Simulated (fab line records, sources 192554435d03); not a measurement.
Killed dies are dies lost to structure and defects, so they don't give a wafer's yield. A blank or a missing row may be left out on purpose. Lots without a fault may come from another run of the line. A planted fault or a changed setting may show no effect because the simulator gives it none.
Chamber matching | flow n5_finfet | N5_BEOL_M5_ETCH_62 on rie_diel-04: 4 sister chambers
The step etches SOC in N2/H2, target depth 75 nm, overetch 15 nm, time 112.5 s. 16 wafers are shown with their chamber, then 8 later ones without.

WAFERS WITH THEIR CHAMBER
wafer  | chamber | showerhead_plenum_p_Torr (Torr) | drypump_motor_current_A (A) | throttle_valve_pct (%)
L082.1 | 1       | 2.56                            | 6.2                         | 17.78
L082.2 | 3       | 2.49                            | 6.0                         | 17.61
L082.6 | 2       | 2.59                            | 5.5                         | 17.61
L085.1 | 2       | 2.59                            | 5.5                         | 17.64
L085.4 | 3       | 2.49                            | 6.0                         | 17.63
L085.5 | 1       | 2.56                            | 6.2                         | 17.79
L084.2 | 0       | 2.34                            | 6.3                         | 17.89
L084.4 | 3       | 2.49                            | 6.1                         | 17.63
L084.6 | 1       | 2.56                            | 6.2                         | 17.79
L086.1 | 2       | 2.59                            | 5.5                         | 17.64
L086.4 | 3       | 2.49                            | 6.0                         | 17.60
L086.6 | 1       | 2.56                            | 6.2                         | 17.80
L091.1 | 0       | 2.33                            | 6.4                         | 17.90
L091.3 | 1       | 2.56                            | 6.2                         | 17.80
L091.6 | 1       | 2.56                            | 6.2                         | 17.77
L090.1 | 2       | 2.59                            | 5.5                         | 17.65

SIGNATURES (means of the wafers above)
reading                  | chamber 0 | chamber 1 | chamber 2 | chamber 3 | scatter within a chamber
showerhead_plenum_p_Torr | 2.3350    | 2.5600    | 2.5900    | 2.4900    | 0.00204
drypump_motor_current_A  | 6.350     | 6.200     | 5.500     | 6.025     | 0.0323
throttle_valve_pct       | 17.8950   | 17.7883   | 17.6350   | 17.6175   | 0.0139
Rule: a wafer's distance from a chamber is the root of the sum, over the readings, of the square of ((its reading less the chamber's mean) divided by the reading's scatter). The wafer belongs to the nearest chamber; if the next one is less than 2 further off, it can't be placed. The scatter: the root of (the sum of the squares of (reading less its chamber's mean) over the shown wafers, divided by (wafers less chambers)).

WAFERS WITHOUT THEIR CHAMBER
wafer  | showerhead_plenum_p_Torr (Torr) | drypump_motor_current_A (A) | throttle_valve_pct (%)
L090.2 | 2.56                            | 6.2                         | 17.80
L090.3 | 2.33                            | 6.4                         | 17.89
L090.4 | 2.48                            | 6.0                         | 17.60
L090.5 | 2.33                            | 6.4                         | 17.91
L090.6 | 2.56                            | 6.2                         | 17.80
L094.2 | 2.33                            | 6.3                         | 17.90
L094.3 | 2.48                            | 6.1                         | 17.65
L094.6 | 2.33                            | 6.4                         | 17.90

WHICH CHAMBER EACH WENT THROUGH
wafer  | from the rows above | in truth
L090.2 | 1                   | 1
L090.3 | 0                   | 0
L090.4 | 3                   | 3
L090.5 | 0                   | 0
L090.6 | 1                   | 1
L094.2 | 0                   | 0
L094.3 | 3                   | 3
L094.6 | 0                   | 0
Placed correctly: 8 of 8. Can't be placed from these rows: 0. Placed wrongly: 0.
